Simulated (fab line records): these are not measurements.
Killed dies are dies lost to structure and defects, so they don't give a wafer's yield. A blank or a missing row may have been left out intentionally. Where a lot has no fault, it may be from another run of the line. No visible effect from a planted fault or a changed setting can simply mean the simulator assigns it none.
fab line records | flow n5-finfet
[record] lots = 8 | wafers = 24 | last-day = 19
route steps=1938 shown HKMG_FIN@402 BEOL_M4@1111 PASSIVATION@1936
lots that met no fault: from a run of the same line without faults
start-h: the number of hours between the record's first day and the start of the first shown wafer of the lot | wait-h: hours from the lot's prior step to this one | " repeats the value in the row above | L1.1+2: several wafers, shown together as one row | - no value present, or no start provided | * or withheld: withheld | < > ~ a bound
route shown NAME@n: names a module that has steps shown in the file, with the first one's number in the route | usual: mean and standard deviation over wafers with no fault | same: alike in all rows | chamber/n: place in a boat | sites: the reading at each site | _std_site: the standard deviation of these | _edge_site: inner sites' mean taken away from outer sites' mean | radius-mm: how far each site lies from the wafer's centre | mask NAME#n: copy n | behind: the tool/chamber that last shaped the wafer | hold: the reason the lot was held/the length of the hold in hours/how it ended | device: which transistor (n, p or np) failed to switch | end of line: tests run on the same wafers once the route is complete | a step without rows: its recipe alone | killed: count of dies lost to structure and defects at first sort (not the wafer's yield) | map: shows each die of a wafer: x if killed, . if not, _ if none is there
set.NAME: setting as actually run; set.NAME@STEP: the setting as run at that earlier step | model.NAME: the simulator's own value behind a step, which no gauge read
the route's steps for a sample of lots (tables are steps, rows are wafers)
services: the hour from which a tool's chamber was out of use, counted from the record's first day as start-h (under 0 if before that day), plus the number of hours and why
[[steps]]
[step N5_HKMG_FIN_ETCH_54]
[recipe] chemistry = CF4 | target = SiARC | target-depth-a = 455 | mask-material = CAR-ArF | time-s = 75.8 | ion-energy-ev = 80 | pressure-mtorr = 40 | source-w = 545 | bias-w = 36 | Ar_flow_sccm = 100 | cf4-flow-sccm = 100 | ends = cleared
[usual] drypump-motor-current-A = 5.6/0.53 | etch-rf-on-time-s = 76.4/2.1 | oes-product-au = 0.67/0.069 | rf-vpp-V = 184.1/1.3 | showerhead-plenum-p-Torr = 2.14/0.048 | throttle-valve-pct = 15.43/0.16
lot.wafer | tool        | chamber | start-h | wait-h | drypump-motor-current-A | etch-rf-on-time-s | oes-product-au | rf-hours-counter-h | rf-vpp-V | showerhead-plenum-p-Torr | throttle-valve-pct
L708.3    | rie-diel-01 | 2       | 92.54   | 0.0    | 5.2                     | 76.1              | 0.61           | 209                | 184.4    | 2.05                     | 15.52
L708.5    | "           | 3       | "       | "      | 5.6                     | 75.4              | 0.76           | -                  | 182.6    | 2.10                     | 15.22
L708.6    | "           | 0       | "       | "      | 5.5                     | 76.9              | 0.62           | -                  | 182.6    | 2.14                     | 15.66
L709.2    | rie-diel-01 | 3       | 100.54  | 0.0    | 5.6                     | 74.4              | 0.77           | 37                 | 182.4    | 2.10                     | 15.22
L709.4    | "           | 0       | "       | "      | 5.5                     | 74.9              | 0.63           | 169                | 182.2    | 2.14                     | 15.68
L709.6    | "           | 3       | "       | "      | 5.6                     | 73.5              | 0.76           | -                  | 184.6    | 2.10                     | 15.21
L711.2    | rie-diel-01 | 3       | 115.52  | 0.0    | 5.7                     | 73.9              | 0.76           | 41                 | 183.4    | 2.10                     | 15.23
L711.3    | "           | 2       | "       | "      | 5.2                     | 74.3              | 0.61           | 214                | 180.5    | 2.05                     | 15.51
L711.5    | "           | 0       | "       | "      | 5.5                     | 75.0              | 0.63           | -                  | 185.7    | 2.14                     | 15.67
L712.1    | rie-diel-04 | 0       | 122.55  | 0.0    | 5.7                     | 76.3              | 0.59           | 213                | 183.8    | 2.13                     | 15.61
L712.2    | "           | 3       | "       | "      | 6.6                     | 74.5              | 0.62           | 191                | 185.9    | 2.21                     | 15.46
L712.5    | "           | 2       | "       | "      | 4.9                     | 81.0              | 0.63           | -                  | 184.6    | 2.15                     | 15.16
L714.2    | rie-diel-01 | 3       | 126.66  | 0.0    | 5.6                     | 75.1              | 0.74           | 45                 | 183.0    | 2.10                     | 15.23
L714.3    | "           | 2       | "       | "      | 5.2                     | 75.5              | 0.61           | 217                | 183.1    | 2.05                     | 15.52
L714.4    | "           | 0       | "       | "      | 5.5                     | 77.3              | 0.62           | 177                | 184.3    | 2.14                     | 15.67
L715.2    | rie-diel-01 | 0       | 132.11  | 0.0    | 5.4                     | 77.0              | 0.61           | 179                | 183.8    | 2.14                     | 15.68
L715.4    | "           | 3       | "       | "      | 5.6                     | 75.2              | 0.75           | 46                 | 183.3    | 2.10                     | 15.23
L715.5    | "           | 2       | "       | "      | 5.2                     | 75.4              | 0.60           | -                  | 182.4    | 2.05                     | 15.54
L722.1    | rie-diel-04 | 3       | 171.57  | 0.0    | 6.5                     | 73.9              | 0.62           | 205                | 185.3    | 2.20                     | 15.48
L722.2    | "           | 2       | "       | "      | 4.9                     | 81.5              | 0.62           | 137                | 184.7    | 2.14                     | 15.21
L722.4    | "           | 0       | "       | "      | 5.8                     | 76.5              | 0.58           | 222                | 183.3    | 2.13                     | 15.63
L725.2    | rie-diel-01 | 2       | 195.99  | 0.0    | 5.2                     | 76.0              | 0.60           | 234                | 181.9    | 2.04                     | 15.56
L725.3    | "           | 1       | "       | "      | 5.1                     | 76.9              | 0.63           | 162                | 185.4    | 2.21                     | 15.51
L725.4    | "           | 3       | "       | "      | 5.6                     | 74.9              | 0.73           | 61                 | 184.2    | 2.09                     | 15.28
[step N5_HKMG_FIN_STRIP_34]
[recipe] chemistry = CF4 | resist = SiARC | power-w = 300 | bias-power-w = 75 | pressure-mtorr = 50 | cf4-flow-sccm = 150 | rf-frequency-hz = 6e+07
[usual] bias-power-w = 75.04/0.22 | cf4-flow-sccm = 150.0/0.45 | drypump-motor-current-A = 5.5/0.49 | oes-product-au = 0.79/0.087 | rf-vpp-V = 271.0/1.1 | showerhead-plenum-p-Torr = 1.79/0.034 | throttle-valve-pct = 13.40/0.18
lot.wafer | tool        | chamber | start-h | wait-h | bias-power-w | cf4-flow-sccm | drypump-motor-current-A | oes-product-au | rf-hours-counter-h | rf-vpp-V | showerhead-plenum-p-Torr | throttle-valve-pct
L708.3    | rie-diel-05 | 1       | 96.31   | 0.0    | 75.27        | 149.5         | 6.4                     | 0.91           | 14                 | 269.6    | 1.77                     | 13.15
L708.5    | "           | 0       | "       | "      | 74.80        | 150.0         | 5.2                     | 0.80           | -                  | 270.6    | 1.83                     | 13.49
L708.6    | "           | 3       | "       | "      | 74.75        | 149.8         | 5.2                     | 0.66           | -                  | 270.0    | 1.78                     | 13.85
L709.2    | rie-diel-01 | 0       | 104.37  | 0.0    | 75.17        | 149.6         | 5.5                     | 0.73           | 171                | 269.4    | 1.79                     | 13.62
L709.4    | "           | 1       | "       | "      | 75.05        | 150.3         | 5.1                     | 0.76           | 141                | 271.9    | 1.84                     | 13.41
L709.6    | "           | 3       | "       | "      | 75.35        | 150.2         | 5.6                     | 0.87           | -                  | 269.5    | 1.77                     | 13.20
L711.2    | rie-diel-01 | 0       | 119.15  | 0.0    | -            | -             | -                       | -              | -                  | -        | -                        | -
L711.3    | "           | 2       | "       | "      | -            | -             | -                       | -              | -                  | -        | -                        | -
L711.5    | "           | 1       | "       | "      | -            | -             | -                       | -              | -                  | -        | -                        | -
L712.1    | rie-diel-05 | 2       | 126.16  | 0.0    | -            | -             | -                       | -              | -                  | -        | -                        | -
L712.2    | "           | 3       | "       | "      | -            | -             | -                       | -              | -                  | -        | -                        | -
L712.5    | "           | 3       | "       | "      | -            | -             | -                       | -              | -                  | -        | -                        | -
L714.2    | rie-diel-05 | 0       | 130.76  | 0.0    | 74.89        | 149.5         | 5.3                     | 0.80           | 87                 | 271.5    | 1.83                     | 13.50
L714.3    | "           | 2       | "       | "      | 75.09        | 149.8         | 5.3                     | 0.77           | 122                | 272.1    | 1.80                     | 13.27
L714.4    | "           | 1       | "       | "      | 74.70        | 150.7         | 6.4                     | 0.90           | 20                 | 269.5    | 1.77                     | 13.17
L715.2    | rie-diel-05 | 3       | 135.73  | 0.0    | 75.00        | 150.3         | 5.3                     | 0.97           | 4                  | 270.7    | 1.78                     | 13.29
L715.4    | "           | 2       | "       | "      | 74.70        | 149.2         | 5.4                     | 0.77           | 123                | 270.8    | 1.80                     | 13.26
L715.5    | "           | 0       | "       | "      | 75.19        | 149.9         | 5.2                     | 0.80           | -                  | 272.5    | 1.83                     | 13.51
L722.1    | rie-diel-05 | 2       | 175.10  | 0.0    | 75.12        | 150.3         | 5.4                     | 0.76           | 134                | 271.4    | 1.80                     | 13.28
L722.2    | "           | 3       | "       | "      | 75.13        | 149.7         | 5.2                     | 0.94           | 14                 | 271.3    | 1.78                     | 13.32
L722.4    | "           | 1       | "       | "      | 75.11        | 150.3         | 6.4                     | 0.88           | 32                 | 269.1    | 1.77                     | 13.19
L725.2    | rie-diel-01 | 2       | 199.61  | 0.0    | 75.30        | 149.3         | 5.2                     | 0.69           | 235                | 269.3    | 1.71                     | 13.57
L725.3    | "           | 1       | "       | "      | 75.34        | 149.5         | 5.1                     | 0.74           | 163                | 271.9    | 1.84                     | 13.48
L725.4    | "           | 3       | "       | "      | 75.29        | 150.1         | 5.6                     | 0.83           | 62                 | 270.8    | 1.76                     | 13.26
[step N5_HKMG_FIN_ETCH_86]
[recipe] chemistry = N2/H2 | target = SOC | target-depth-a = 3932 | stop-on = TiN | ion-energy-ev = 100 | bias-w = 61 | pressure-mtorr = 30 | source-w = 850 | n2-flow-sccm = 200 | h2-flow-sccm = 200
[usual] drypump-motor-current-A = 5.7/0.57 | oes-product-au = 0.79/0.083 | rf-vpp-V = 240.7/1.2 | showerhead-plenum-p-Torr = 2.54/0.069 | throttle-valve-pct = 17.58/0.2
lot.wafer | tool        | chamber | start-h | wait-h | drypump-motor-current-A | oes-product-au | rf-hours-counter-h | rf-vpp-V | showerhead-plenum-p-Torr | throttle-valve-pct
L708.3    | rie-diel-05 | 1       | 97.35   | -      | 6.4                     | 0.91           | 14                 | 239.9    | 2.50                     | 17.39
L708.5    | "           | 3       | "       | "      | 5.2                     | 0.66           | -                  | 241.2    | 2.50                     | 17.97
L708.6    | "           | 2       | "       | "      | 5.4                     | 0.77           | -                  | 241.2    | 2.55                     | 17.38
L709.2    | rie-diel-01 | 2       | 105.41  | -      | 5.3                     | 0.70           | 212                | 238.9    | 2.40                     | 17.50
L709.4    | "           | 3       | "       | "      | 5.6                     | 0.87           | 39                 | 239.6    | 2.50                     | 17.42
L709.6    | "           | 1       | "       | "      | 5.1                     | 0.76           | -                  | 241.0    | 2.70                     | 18.01
L711.2    | rie-diel-04 | 2       | 120.70  | -      | 4.9                     | 0.77           | 123                | 241.3    | 2.56                     | 17.40
L711.3    | "           | 3       | "       | "      | 6.6                     | 0.72           | 191                | 241.3    | 2.62                     | 17.54
L711.5    | "           | 1       | "       | "      | 6.4                     | 0.92           | -                  | 241.9    | 2.62                     | 17.88
L712.1    | rie-diel-04 | 1       | 127.22  | -      | 6.4                     | 0.91           | 18                 | 242.3    | 2.62                     | 17.88
L712.2    | "           | 0       | "       | "      | 5.8                     | 0.68           | 214                | 240.5    | 2.49                     | 17.54
L712.5    | "           | 0       | "       | "      | 5.8                     | 0.69           | -                  | 240.1    | 2.49                     | 17.52
L714.2    | rie-diel-04 | 3       | 131.95  | -      | 6.6                     | 0.72           | 195                | 242.0    | 2.62                     | 17.53
L714.3    | "           | 2       | "       | "      | 4.9                     | 0.76           | 128                | 240.9    | 2.56                     | 17.43
L714.4    | "           | 2       | "       | "      | 4.9                     | 0.76           | -                  | 241.3    | 2.56                     | 17.43
L715.2    | rie-diel-04 | 2       | 136.76  | -      | 4.9                     | 0.75           | 129                | 240.0    | 2.56                     | 17.44
L715.4    | "           | 3       | "       | "      | 6.5                     | 0.72           | -                  | 243.4    | 2.62                     | 17.53
L715.5    | "           | 2       | "       | "      | 4.9                     | 0.76           | -                  | 241.9    | 2.56                     | 17.42
L722.1    | rie-diel-05 | 2       | 176.15  | -      | 5.4                     | 0.76           | 134                | 241.3    | 2.54                     | 17.40
L722.2    | "           | 0       | "       | "      | 5.3                     | 0.79           | 99                 | 241.5    | 2.56                     | 17.56
L722.4    | "           | 3       | "       | "      | 5.2                     | 0.94           | 15                 | 241.3    | 2.49                     | 17.57
L725.2    | rie-diel-05 | 1       | 200.73  | -      | 6.4                     | 0.86           | 38                 | 239.4    | 2.49                     | 17.42
L725.3    | "           | 3       | "       | "      | 5.2                     | 0.93           | 20                 | 242.1    | 2.49                     | 17.57
L725.4    | "           | 2       | "       | "      | 5.4                     | 0.76           | 141                | 239.8    | 2.54                     | 17.42
[step N5_HKMG_FIN_STRIP_90]
[recipe] chemistry = N2/H2 | material = SOC | time-s = 20 | power-w = 500 | temp-c = 40 | pressure-mtorr = 50 | rf-frequency-hz = 6e+07 | bias-power-w = 8 | h2-frac = 0.5 | n2-flow-sccm = 300 | h2-flow-sccm = 300
[usual] bias-power-w = 8.000/0.02 | chamber-pressure-mTorr = 50.00/0.046 | drypump-motor-current-A = 5.6/0.53 | oes-product-au = 0.80/0.09 | rf-vpp-V = 54.3/0.91 | showerhead-plenum-p-Torr = 3.36/0.094 | throttle-valve-pct = 18.7/0.33
lot.wafer | tool        | chamber | start-h | wait-h | bias-power-w | chamber-pressure-mTorr | drypump-motor-current-A | oes-product-au | rf-hours-counter-h | rf-vpp-V | showerhead-plenum-p-Torr | throttle-valve-pct
L708.3    | rie-diel-01 | 2       | 98.49   | 0.0    | 7.990        | 50.09                  | 5.3                     | 0.72           | 210                | 54.4     | 3.18                     | 18.4
L708.5    | "           | 0       | "       | "      | 7.999        | 50.03                  | 5.5                     | 0.73           | -                  | 54.8     | 3.35                     | 18.8
L708.6    | "           | 1       | "       | "      | 7.967        | 50.01                  | 5.1                     | 0.76           | -                  | 53.5     | 3.56                     | 19.5
L709.2    | rie-diel-01 | 1       | 106.54  | 0.0    | 7.973        | 49.81                  | 5.1                     | 0.75           | 142                | 55.9     | 3.56                     | 19.5
L709.4    | "           | 2       | "       | "      | 8.020        | 50.02                  | 5.2                     | 0.72           | 213                | 53.8     | 3.18                     | 18.4
L709.6    | "           | 2       | "       | "      | 8.010        | 50.01                  | 5.2                     | 0.71           | -                  | 53.6     | 3.18                     | 18.4
L711.2    | rie-diel-05 | 3       | 121.90  | 0.0    | 7.978        | 49.95                  | 5.3                     | 0.99           | 0                  | 53.3     | 3.30                     | 19.0
L711.3    | "           | 2       | "       | "      | 7.973        | 50.04                  | 5.4                     | 0.78           | 119                | 53.7     | 3.36                     | 18.5
L711.5    | "           | 3       | "       | "      | 8.012        | 50.00                  | 5.3                     | 0.99           | -                  | 53.2     | 3.30                     | 19.0
L712.1    | rie-diel-05 | 3       | 128.35  | 0.0    | 7.991        | 50.04                  | 5.3                     | 0.98           | 2                  | 52.7     | 3.30                     | 19.0
L712.2    | "           | 1       | "       | "      | 7.998        | 50.02                  | 6.4                     | 0.90           | 19                 | 55.8     | 3.30                     | 18.4
L712.5    | "           | 3       | "       | "      | 7.984        | 50.02                  | 5.3                     | 0.96           | -                  | 54.8     | 3.30                     | 19.0
L714.2    | rie-diel-05 | 3       | 133.08  | 0.0    | 8.005        | 50.03                  | 5.3                     | 0.95           | 4                  | 54.8     | 3.30                     | 19.0
L714.3    | "           | 2       | "       | "      | 7.982        | 49.98                  | 5.4                     | 0.77           | 123                | 55.2     | 3.36                     | 18.5
L714.4    | "           | 1       | "       | "      | 7.945        | 50.04                  | 6.4                     | 0.89           | 20                 | 54.4     | 3.30                     | 18.4
L715.2    | rie-diel-04 | 2       | 137.90  | 0.0    | 8.006        | 50.05                  | 4.9                     | 0.72           | 129                | 55.4     | 3.38                     | 18.4
L715.4    | "           | 3       | "       | "      | 7.974        | 49.96                  | 6.5                     | 0.74           | -                  | 55.0     | 3.45                     | 18.8
L715.5    | "           | 2       | "       | "      | 7.970        | 50.06                  | 4.9                     | 0.73           | -                  | 53.2     | 3.38                     | 18.4
L722.1    | rie-diel-04 | 1       | 177.34  | 0.0    | 7.998        | 50.00                  | 6.5                     | 0.88           | 31                 | 53.3     | 3.44                     | 19.1
L722.2    | "           | 0       | "       | "      | 7.985        | 50.09                  | 5.7                     | 0.69           | 224                | 54.5     | 3.28                     | 18.6
L722.4    | "           | 2       | "       | "      | 8.024        | 50.02                  | 4.9                     | 0.73           | 139                | 55.0     | 3.37                     | 18.4
L725.2    | rie-diel-01 | 0       | 202.11  | 0.0    | 7.995        | 50.03                  | 5.5                     | 0.70           | 196                | 54.3     | 3.34                     | 18.9
L725.3    | "           | 2       | "       | "      | 8.011        | 49.94                  | 5.3                     | 0.70           | 236                | 53.1     | 3.17                     | 18.4
L725.4    | "           | 3       | "       | "      | 7.989        | 49.96                  | 5.7                     | 0.86           | 64                 | 53.1     | 3.29                     | 18.5
[step N5_BEOL_M4_RC_MEAS_101]
[usual] DIBL_N = 37.1/2.6 | DIBL_P = 38/3 | IOFF_N = 0.18/0.052 | IOFF_P = 0.25/0.06 | ION_N = 678/15 | ION_P = 467/8.6 | SS_N = 71.7/0.73 | SS_P = 73.7/0.89 | VT_N = 249/4.3 | VT_P = -248/3.8
lot.wafer | tool      | chamber | start-h | wait-h | DIBL_N[mV/V] | DIBL_P[mV/V] | IOFF_N[nA/um] | IOFF_P[nA/um] | ION_N[uA/um] | ION_P[uA/um] | SS_N[mV/dec] | SS_P[mV/dec] | VT_N[mV] | VT_P[mV]
L708.3    | prober-01 | 0       | 257.73  | 0.7    | 37.3         | 39           | 0.21          | 0.29          | 708          | 478          | 71.3         | 74.5         | 242      | -242
L708.5    | "         | 0       | "       | "      | 36.6         | 36           | 0.16          | 0.23          | 683          | 467          | 72.1         | 73.8         | 248      | -246
L708.6    | "         | 0       | "       | "      | 36.6         | 38           | 0.18          | 0.29          | 682          | 476          | 70.9         | 74.0         | 243      | -243
L709.2    | prober-02 | 0       | 282.47  | 0.2    | 40.6         | 39           | 0.20          | 0.30          | 661          | 466          | 73.0         | 74.1         | 248      | -244
L709.4    | "         | 0       | "       | "      | 38.6         | 38           | 0.19          | 0.30          | 674          | 477          | 71.6         | 74.0         | 247      | -243
L709.6    | "         | 0       | "       | "      | 39.5         | 37           | 0.19          | 0.26          | 692          | 475          | 71.4         | 73.9         | 248      | -247
L714.2    | prober-01 | 0       | 283.45  | 0.2    | 39.6         | 41           | 0.20          | 0.31          | 679          | 463          | 72.1         | 75.1         | 250      | -246
L714.3    | "         | 0       | "       | "      | 37.3         | 38           | 0.16          | 0.21          | 690          | 469          | 71.5         | 73.7         | 252      | -249
L714.4    | "         | 0       | "       | "      | 39.5         | 40           | 0.21          | 0.27          | 693          | 471          | 72.2         | 73.5         | 245      | -247
L715.2    | prober-02 | 0       | 312.80  | 0.2    | 35.7         | 36           | 0.15          | 0.21          | 657          | 456          | 70.7         | 73.2         | 250      | -249
L715.4    | "         | 0       | "       | "      | 35.8         | 39           | 0.15          | 0.27          | 663          | 469          | 71.8         | 73.0         | 251      | -248
L715.5    | "         | 0       | "       | "      | 34.1         | 35           | 0.13          | 0.20          | 658          | 461          | 71.4         | 72.5         | 253      | -252
L722.1    | prober-02 | 0       | 326.89  | 0.0    | 36.8         | 38           | 0.15          | 0.25          | 675          | 469          | 71.2         | 73.1         | 253      | -245
L722.2    | "         | 0       | "       | "      | 37.6         | 39           | 0.18          | 0.29          | 680          | 478          | 71.5         | 73.6         | 247      | -245
L722.4    | "         | 0       | "       | "      | 42.1         | 43           | 0.30          | 0.40          | 712          | 482          | 72.6         | 75.5         | 241      | -240
L725.2    | prober-02 | 0       | 351.22  | 0.2    | 38.0         | 38           | 0.18          | 0.25          | 675          | 464          | 72.1         | 73.6         | 250      | -248
L725.3    | "         | 0       | "       | "      | 33.1         | 34           | 0.10          | 0.17          | 655          | 458          | 70.9         | 73.0         | 258      | -255
L725.4    | "         | 0       | "       | "      | 35.1         | 35           | 0.13          | 0.18          | 666          | 455          | 71.4         | 73.5         | 253      | -253
[step N5_PASSIVATION_PROBE_49]
[usual] defect-limited-yield = 91.4/1.4 | killed_at_M0_to_M3 = 34/9.1 | killed_at_M4_up = 14/5.2 | killed-at-contacts = 12/6.4 | killed-at-front-end = 38/11 | killed-at-other = 3.7/2.8 | killed-dies = 102/17 | killed-on-rim = 14/3.9 | killed-open = 68/13 | killed-short = 32/7.8 | sort_bin_4_leakage = 0.05/0.3 | sort_bin_5_function = 5.1/1 | sort_bin_6_memory = 3.2/0.66 | sort-n-pass = 1076/19 | sort-yield-pct = 91.2/1.6
[same] gross-dies = 1180 | killed-at-back-side = 0 | sort_bin_8_speed[%] = 0
lot.wafer | tool      | chamber | start-h | wait-h | defect-limited-yield[%] | killed_at_M0_to_M3 | killed_at_M4_up | killed-at-contacts | killed-at-front-end | killed-at-other | killed-dies | killed-on-rim | killed-open | killed-short | sort_bin_4_leakage[%] | sort_bin_5_function[%] | sort_bin_6_memory[%] | sort-n-pass | sort-yield-pct[%]
L711.2    | prober-02 | -       | 363.47  | 0.1    | 0                       | 40                 | 14              | 19                 | 1098                | 9               | 1180        | 152           | 87          | 39           | 0                     | 95.2                   | 4.3                  | 0           | 0
L711.3    | prober-02 | -       | 363.52  | 0.1    | 0                       | 31                 | 8               | 19                 | 1119                | 3               | 1180        | 152           | 71          | 29           | 0                     | 96.9                   | 2.7                  | 0           | 0
L711.5    | prober-02 | -       | 363.62  | 0.2    | 0                       | 45                 | 13              | 16                 | 1104                | 2               | 1180        | 152           | 87          | 33           | 0                     | 96.1                   | 3.6                  | 0           | 0
L712.1    | prober-02 | -       | 369.52  | 0.0    | 0                       | 30                 | 12              | 12                 | 1126                | 0               | 1180        | 152           | 56          | 24           | 0                     | 96.2                   | 3.7                  | 0           | 0
L712.2    | prober-02 | -       | 369.57  | 0.1    | 0                       | 24                 | 20              | 6                  | 1129                | 1               | 1180        | 152           | 66          | 25           | 0                     | 97.2                   | 2.6                  | 0           | 0
L712.5    | prober-02 | -       | 369.72  | 0.2    | 0                       | 32                 | 10              | 11                 | 1127                | 0               | 1180        | 152           | 54          | 17           | 0                     | 97.6                   | 2.3                  | 0           | 0
// killed by level:class
L711.2 HKMG_FIN:area-ald=1053 MOL_CONTACT_COAG:geometric-particle:open=14 BEOL_M3:geometric-particle:open=13 DUMMY_GATE:geometric-particle:open=12 FIN_SAQP:geometric-particle:short=8 FIN_SAQP:geometric-particle:open=7 BEOL_M0_SAQP:geometric-particle:open=6 BEOL_M2:geometric-particle:open=6
L711.3 HKMG_FIN:area-ald=1080 MOL_CONTACT_COAG:geometric-particle:open=16 FIN_SAQP:geometric-particle:short=10 BEOL_M2:geometric-particle:open=8 FIN_SAQP:geometric-particle:open=7 DUMMY_GATE:geometric-particle:open=6 BEOL_M0_SAQP:geometric-particle:open=6 BEOL_M1:geometric-particle:open=5
L711.5 HKMG_FIN:area-ald=1060 FIN_SAQP:geometric-particle:open=16 MOL_CONTACT_COAG:geometric-particle:open=11 BEOL_M2:geometric-particle:open=11 BEOL_M0:geometric-particle:open=10 DUMMY_GATE:geometric-particle:open=7 BEOL_M3:geometric-particle:open=7 BEOL_M0_SAQP:geometric-particle:open=6
L712.1 HKMG_FIN:area-ald=1098 MOL_CONTACT_COAG:geometric-particle:open=11 STI_FIN_REVEAL:geometric-particle:open=8 BEOL_M3:geometric-particle:open=8 BEOL_M2:geometric-particle:open=7 BEOL_M0_SAQP:geometric-particle:short=5 BEOL_M1:geometric-particle:short=4 BEOL_M4:geometric-particle:open=4
L712.2 HKMG_FIN:area-ald=1088 STI_FIN_REVEAL:geometric-particle:open=18 FIN_SAQP:geometric-particle:short=7 BEOL_M5:geometric-particle:open=7 BEOL_M0_SAQP:geometric-particle:open=6 BEOL_M2:geometric-particle:open=5 GATE_CUT:geometric-particle:short=5 DUMMY_GATE:geometric-particle:open=5
L712.5 HKMG_FIN:area-ald=1108 BEOL_M0_SAQP:geometric-particle:open=11 MOL_CONTACT_COAG:geometric-particle:open=10 BEOL_M0_SAQP:geometric-particle:short=8 STI_FIN_REVEAL:geometric-particle:open=6 BEOL_M2:geometric-particle:open=6 BEOL_M5:geometric-particle:open=5 BEOL_M3:geometric-particle:open=4
[[services]]
tool        | chamber | start-h | hours | kind
rie-diel-05 | 3       | 105.73  | -     | clean
rie-diel-05 | 3       | 105.73  | -     | consumable-replace:focus-ring
rie-diel-05 | 3       | 105.73  | 15.2  | scheduled-down
rie-diel-05 | 3       | 105.73  | 15.2  | vent-cycle
rie-diel-01 | 1       | 110.94  | 3.2   | repair
rie-diel-01 | -       | 123.84  | 1.0   | repair
rie-diel-04 | 0       | 130.04  | 8.7   | repair
rie-diel-01 | -       | 147.93  | 0.5   | repair
rie-diel-05 | -       | 177.06  | 2.8   | pm
rie-diel-05 | -       | 188.93  | 0.2   | repair
[[key]]
[first-sign] step = N5_HKMG_FIN_STRIP_34 | reading = tool-record | direction = missing
[effect] step = N5_PASSIVATION_PROBE_49 | reading = killed-at-front-end | direction = up | sigmas = 94 | usual = 38 | struck = 1117
[more-kills-born-at] N5_HKMG_FIN_ALD_91@ald-metal-04 = 3294 | N5_HKMG_FIN_ALD_91@ald-metal-03 = 3193
met-at N5_HKMG_FIN_STRIP_34
struck-lots L711,L712
later-rows-left-out L711.2,L711.3,L711.5,L712.1,L712.2,L712.5
not-acting-at N5_HKMG_FIN_ETCH_54,N5_HKMG_FIN_ETCH_86,N5_HKMG_FIN_STRIP_90
onset-between 104.37 119.15
[fault] kind = skipped-step-whole | tool = rie-diel-01,rie-diel-05 | chamber = - | onset-h = 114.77 | steps = N5_HKMG_FIN_STRIP_34 | scope = struck-lots-only
// later-rows-left-out: the simulator's readings of these wafers behind a module that went badly wrong aren't trusted and aren't shown, but for the sort
